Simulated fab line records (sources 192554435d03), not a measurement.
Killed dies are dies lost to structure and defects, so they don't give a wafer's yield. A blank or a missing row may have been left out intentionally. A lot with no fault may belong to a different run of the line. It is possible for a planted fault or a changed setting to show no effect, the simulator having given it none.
Split-lot trial -- flow n5_finfet -- 7 lots, 39 wafers read, on a route of 1938 steps

## SPLIT DETAILS
At N5_SD_EPI_N_EXPOSE_06 (exposes mask SD N BLK, target cd 120 nm), the setting dose_mj was moved away from the recipe's 39.75 on 15 of the 39 wafers read, by -6.7% to +2.7%. All remaining wafers had this setting at the recipe value.

## FROM THE SPLIT TO THE READING: what the file shows between them, 2 steps
- N5_SD_EPI_N_PEB_07: peb time 60 s
- N5_SD_EPI_N_DEVELOP_08: develop time 30 s

## THE READING
cd_nm at N5_SD_EPI_N_CD_MEAS_09, given in nm (cd target 120 nm). Fault-free wafers of this fab line usually give 120.0 nm, standard deviation 0.67 nm.

wafer,"tool, chamber at the split",dose_mj as run,against the recipe,"cd_nm, nm",against lot-mates on the recipe
L076.1,"arfi_scanner-01, 0",39.75,recipe,119.6,-
L076.2,"arfi_scanner-01, 0",39.75,recipe,120.6,-
L076.3,"arfi_scanner-01, 0",40.84,+2.7%,122.0,+2.0
L076.4,"arfi_scanner-01, 0",40.84,+2.7%,121.2,+1.2
L076.5,"arfi_scanner-01, 0",40.84,+2.7%,122.1,+2.1
L076.6,"arfi_scanner-01, 0",39.75,recipe,119.7,-
L077.1,"arfi_scanner-01, 0",38.94,-2.0%,117.8,-1.6
L077.2,"arfi_scanner-01, 0",39.75,recipe,118.8,-
L077.3,"arfi_scanner-01, 0",39.75,recipe,120.1,-
L077.4,"arfi_scanner-01, 0",38.94,-2.0%,118.5,-0.9
L077.5,"arfi_scanner-01, 0",39.75,recipe,119.3,-
L077.6,"arfi_scanner-01, 0",38.94,-2.0%,118.1,-1.3
L078.1,"arfi_scanner-02, 0",39.75,recipe,119.6,-
L078.2,"arfi_scanner-02, 0",39.75,recipe,120.7,-
L078.3,"arfi_scanner-02, 0",39.75,recipe,120.5,-
L078.4,"arfi_scanner-02, 0",39.75,recipe,120.7,-
L078.5,"arfi_scanner-02, 0",39.75,recipe,120.2,-
L078.6,"arfi_scanner-02, 0",39.75,recipe,120.7,-
L081.1,"arfi_scanner-01, 0",39.75,recipe,120.3,-
L081.2,"arfi_scanner-01, 0",39.75,recipe,120.6,-
L081.3,"arfi_scanner-01, 0",39.75,recipe,120.8,-
L084.1,"arfi_scanner-02, 0",37.08,-6.7%,114.7,-4.6
L084.2,"arfi_scanner-02, 0",39.75,recipe,119.2,-
L084.3,"arfi_scanner-02, 0",39.75,recipe,119.6,-
L084.4,"arfi_scanner-02, 0",37.08,-6.7%,114.2,-5.1
L084.5,"arfi_scanner-02, 0",39.75,recipe,119.1,-
L084.6,"arfi_scanner-02, 0",37.08,-6.7%,114.4,-4.9
L087.1,"arfi_scanner-01, 0",38.12,-4.1%,116.4,-1.8
L087.2,"arfi_scanner-01, 0",39.75,recipe,118.6,-
L087.3,"arfi_scanner-01, 0",38.12,-4.1%,116.5,-1.7
L087.4,"arfi_scanner-01, 0",39.75,recipe,117.7,-
L087.5,"arfi_scanner-01, 0",39.75,recipe,118.3,-
L087.6,"arfi_scanner-01, 0",38.12,-4.1%,116.5,-1.7
L092.1,"arfi_scanner-02, 0",39.75,recipe,120.3,-
L092.2,"arfi_scanner-02, 0",39.75,recipe,120.2,-
L092.3,"arfi_scanner-02, 0",37.7,-5.2%,117.1,-3.3
L092.4,"arfi_scanner-02, 0",37.7,-5.2%,117.4,-3.0
L092.5,"arfi_scanner-02, 0",37.7,-5.2%,117.1,-3.3
L092.6,"arfi_scanner-02, 0",39.75,recipe,120.6,-

THE FIT
A straight line over all 39 wafers: cd_nm changes by +0.72 nm for each +1% of dose_mj; r = +0.92; the points scatter about the line by 0.79 nm.
The same after taking each lot's own level away (the mean of its wafers on the recipe; 39 wafers): +0.642 nm for each +1%; r = +0.97; scatter 0.45 nm.
Per that fit: largest dose_mj move, reading shift of 4.3 nm.
The lots' own levels span 118.20 to 120.57 nm, that is 3.5 times the standard deviation above.
Thus the slope moves with the lot-to-lot level: the two fits are different.
Check: for one of the wafers moved furthest among these (-6.7%), held out of the fit, the line's prediction against its lot-mates is -4.21 nm. Against them it came out at -4.6 nm.

## ADDITIONAL SPLITS CARRIED BY THESE WAFERS
Before the reading, these wafers also passed through other splits. Each is held against what the fit with the lots' levels taken away leaves over:
other split on the same wafers,wafers away from the commonest value,r with cd_nm (lot level and that fit taken away)
N5_DUMMY_GATE_EXPOSE_12 dose_mj,15,+0.20
N5_DUMMY_GATE_ETCH_37 source_w,18,+0.05
N5_DUMMY_GATE_ETCH_32 time_s,12,-0.08

## THE WHOLE CHAIN: every reading that the file lists as answering this split, in the file's order
step,what it does,reading,change (the file's fit),r (the file's)
N5_SD_EPI_N_CD_MEAS_09,target cd 120 nm,cd_nm,+0.637 nm for each +1% of the setting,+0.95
N5_SD_EPI_N_DESCUM_14,"chemistry O2, time 7.9 s","SD_EPI_N.cd_nm (the simulator's own value, which no gauge read)",+0.647 nm for each +1% of the setting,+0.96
N5_SD_EPI_N_ETCH_34,"etches SiARC in CF4, target depth 45.5 nm, time 75.8 s","SD_EPI_N.cd_nm (the simulator's own value, which no gauge read)",+0.678 nm for each +1% of the setting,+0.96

## FILE'S OWN FIT
cd_nm changes by +0.637 nm for each +1% of dose_mj, r = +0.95.
